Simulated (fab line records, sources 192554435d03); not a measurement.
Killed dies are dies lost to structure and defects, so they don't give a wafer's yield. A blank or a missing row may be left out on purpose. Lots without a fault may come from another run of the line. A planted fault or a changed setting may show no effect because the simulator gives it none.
Chamber matching | flow n5_finfet | N5_BEOL_M7_DESCUM_16 on rie_diel-03: 4 sister chambers
The step chemistry O2, time 7.9 s. 24 wafers are shown with their chamber, then 12 later ones without.

WAFERS WITH THEIR CHAMBER
wafer  | chamber | drypump_motor_current_A (A) | showerhead_plenum_p_Torr (Torr) | oes_product_au (a.u.)
L075.2 | 1       | 5.2                         | 2.16                            | 0.71
L075.4 | 0       | 5.6                         | 2.08                            | 0.75
L075.5 | 2       | 5.4                         | 2.05                            | 0.93
L076.1 | 3       | 6.2                         | 2.03                            | 0.82
L076.4 | 2       | 5.4                         | 2.05                            | 0.92
L076.6 | 3       | 6.2                         | 2.02                            | 0.82
L077.1 | 2       | 5.4                         | 2.05                            | 0.92
L077.3 | 1       | 5.3                         | 2.15                            | 0.70
L077.4 | 0       | 5.6                         | 2.08                            | 0.74
L079.1 | 1       | 5.3                         | 2.15                            | 0.70
L079.5 | 0       | 5.6                         | 2.08                            | 0.74
L079.6 | 3       | 6.2                         | 2.02                            | 0.81
L084.3 | 0       | 5.6                         | 2.07                            | 0.72
L084.5 | 1       | 5.3                         | 2.15                            | 0.70
L084.6 | 2       | 5.4                         | 2.05                            | 0.89
L087.3 | 2       | 5.4                         | 2.05                            | 0.88
L087.4 | 1       | 5.2                         | 2.15                            | 0.69
L087.6 | 0       | 5.6                         | 2.07                            | 0.73
L085.2 | 0       | 5.6                         | 2.07                            | 0.72
L085.3 | 3       | 6.2                         | 2.02                            | 0.78
L085.6 | 1       | 5.2                         | 2.15                            | 0.69
L088.1 | 2       | 5.4                         | 2.04                            | 0.88
L088.2 | 0       | 5.6                         | 2.07                            | 0.73
L088.4 | 3       | 6.2                         | 2.02                            | 0.80

SIGNATURES (means of the wafers above)
reading                  | chamber 0 | chamber 1 | chamber 2 | chamber 3 | scatter within a chamber
drypump_motor_current_A  | 5.600     | 5.250     | 5.400     | 6.200     | 0.0274
showerhead_plenum_p_Torr | 2.0743    | 2.1517    | 2.0483    | 2.0220    | 0.00457
oes_product_au           | 0.7329    | 0.6983    | 0.9033    | 0.8060    | 0.0153
Rule: a wafer's distance from a chamber is the root of the sum, over the readings, of the square of ((its reading less the chamber's mean) divided by the reading's scatter). The wafer belongs to the nearest chamber; if the next one is less than 2 further off, it can't be placed. The scatter: the root of (the sum of the squares of (reading less its chamber's mean) over the shown wafers, divided by (wafers less chambers)).

WAFERS WITHOUT THEIR CHAMBER
wafer  | drypump_motor_current_A (A) | showerhead_plenum_p_Torr (Torr) | oes_product_au (a.u.)
L089.1 | 5.6                         | 2.07                            | 0.71
L089.4 | 5.3                         | 2.14                            | 0.67
L089.6 | 5.3                         | 2.14                            | 0.68
L090.1 | 5.4                         | 2.04                            | 0.87
L090.3 | 6.2                         | 2.01                            | 0.77
L090.6 | 5.6                         | 2.07                            | 0.72
L093.1 | 5.2                         | 2.14                            | 0.69
L093.2 | 6.2                         | 2.01                            | 0.79
L093.4 | 5.4                         | 2.04                            | 0.88
L095.2 | 5.4                         | 2.04                            | 0.85
L095.4 | 6.2                         | 2.01                            | 0.78
L095.6 | 5.4                         | 2.04                            | 0.87

WHICH CHAMBER EACH WENT THROUGH
wafer  | from the rows above | in truth
L089.1 | 0                   | 0
L089.4 | 1                   | 1
L089.6 | 1                   | 1
L090.1 | 2                   | 2
L090.3 | 3                   | 3
L090.6 | 0                   | 0
L093.1 | 1                   | 1
L093.2 | 3                   | 3
L093.4 | 2                   | 2
L095.2 | 2                   | 2
L095.4 | 3                   | 3
L095.6 | 2                   | 2
Placed correctly: 12 of 12. Can't be placed from these rows: 0. Placed wrongly: 0.
